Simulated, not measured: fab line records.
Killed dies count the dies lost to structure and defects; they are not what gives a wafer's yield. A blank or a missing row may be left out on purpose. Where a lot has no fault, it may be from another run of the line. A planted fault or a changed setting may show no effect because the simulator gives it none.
A struck lot beside a sound one	flow nand-harc	18 out of 1159 route steps
Sound: the wafers L130.1, L130.3, L130.4. Wafers L143.1, L143.2, L143.4 were the ones struck. At the end, the cause is stated.
Per side, at each step with rows, come the tool, then ch with its chambers, and then its first start. Under that, the readings that differ: sound wafers	struck wafers	difference of the means	sigmas: that difference in standard deviations of wafers without a fault.
alike: same words and numbers on both sides, and readings whose means sit less than 2 such deviations apart. not compared: any withheld reading, any reading some wafer has no value for, any bound like >300 that may hide the same value, and any number with overlapping values for which the record gives no deviation.
The two part at a step that has a row with sigmas, a row that says differs or no value, or rows on one side only. Numbers that don't overlap but have no deviation are shown without sigmas and don't part them. A reading missing from all wafers of one side parts the sides only when that side holds two or more wafers.

NHARC_P_ZERO_WELL_CD_MEAS_37 targets a cd of 720 nm.
  sound on cd-sem-02 ch 0, day 1 22:28; struck on cd-sem-02 ch 0, day 5 04:08
  alike: cd-nm
then, 1 step without rows for these wafers: NHARC_P_ZERO_WELL_HARDBAKE_38 (time 80 s).
NHARC_P_ZERO_WELL_DESCUM_39: chemistry O2, time 3 s.
  sound on rie-diel-07 ch 0,1,3, day 1 22:38; struck on rie-diel-07 ch 0,1,2, day 5 04:17
reading	sound	struck	difference	sigmas
rf-hours-counter-h (h)	9 9 9	2 3 2	-7	
  alike: drypump-motor-current-A, oes-product-au, rf-vpp-V, showerhead-plenum-p-Torr, throttle-valve-pct
then, 9 steps without rows for these wafers: NHARC_P_ZERO_WELL_IMPLANT_40; NHARC_P_ZERO_WELL_IMPLANT_59; NHARC_P_ZERO_WELL_IMPLANT_60; NHARC_P_ZERO_WELL_STRIP_41 (strips in SPM, time 840 s); NHARC_P_ZERO_WELL_DEHYDRATE_44 (time 120 s); NHARC_P_ZERO_WELL_HMDS_45 (time 30 s); NHARC_P_ZERO_WELL_COAT_46; NHARC_P_ZERO_WELL_SOFTBAKE_47 (time 95 s); NHARC_P_ZERO_WELL_EBR_48.
NHARC_P_ZERO_WELL_EXPOSE_49: exposes mask P HVPW, target cd 2000 nm.
  sound on krf-scanner-04 ch 0, day 1 23:58; struck on krf-scanner-04 ch 0, day 5 05:37
reading	sound	struck	difference	sigmas
mask	P_HVPW#0 P_HVPW#0 P_HVPW#0	P_NWELL#0 P_NWELL#0 P_NWELL#0	differs	
then, 2 steps without rows for these wafers: NHARC_P_ZERO_WELL_PEB_50 (peb time 85 s); NHARC_P_ZERO_WELL_DEVELOP_51 (time 70 s).
NHARC_P_ZERO_WELL_CD_MEAS_52 targets a cd of 2000 nm.
  sound on cd-sem-02 ch 0, day 2 00:07; struck on cd-sem-02 ch 0, day 5 05:46
reading	sound	struck	difference	sigmas
cd-nm (nm)	1999.1 1999.1 2000.6	- - -	no value on the struck wafers	
then, 1 step without rows for these wafers: NHARC_P_ZERO_WELL_HARDBAKE_53 (time 80 s).
-- jump in the record: it breaks off in module P_ZERO_WELL and resumes in module END (first step shown: number 1159 of the route), and 18 days separate the struck wafers' starts before and after --
NHARC_END_SORT_01:
  sound on prober-02 ch 0, day 20 12:49; struck on prober-01 ch 0, day 22 17:47
reading	sound	struck	difference	sigmas
killed-at-periphery	8 3 5	662 649 663	+653	+99 or more
killed-dies	37 38 31	677 677 677	+642	+53
  alike: killed-at-array, killed-at-other, killed-open, killed-short

== WHERE THEY PART ==
At NHARC_P_ZERO_WELL_EXPOSE_49 first; at NHARC_END_SORT_01 last (within this record only).

WHY: what the simulator had put in
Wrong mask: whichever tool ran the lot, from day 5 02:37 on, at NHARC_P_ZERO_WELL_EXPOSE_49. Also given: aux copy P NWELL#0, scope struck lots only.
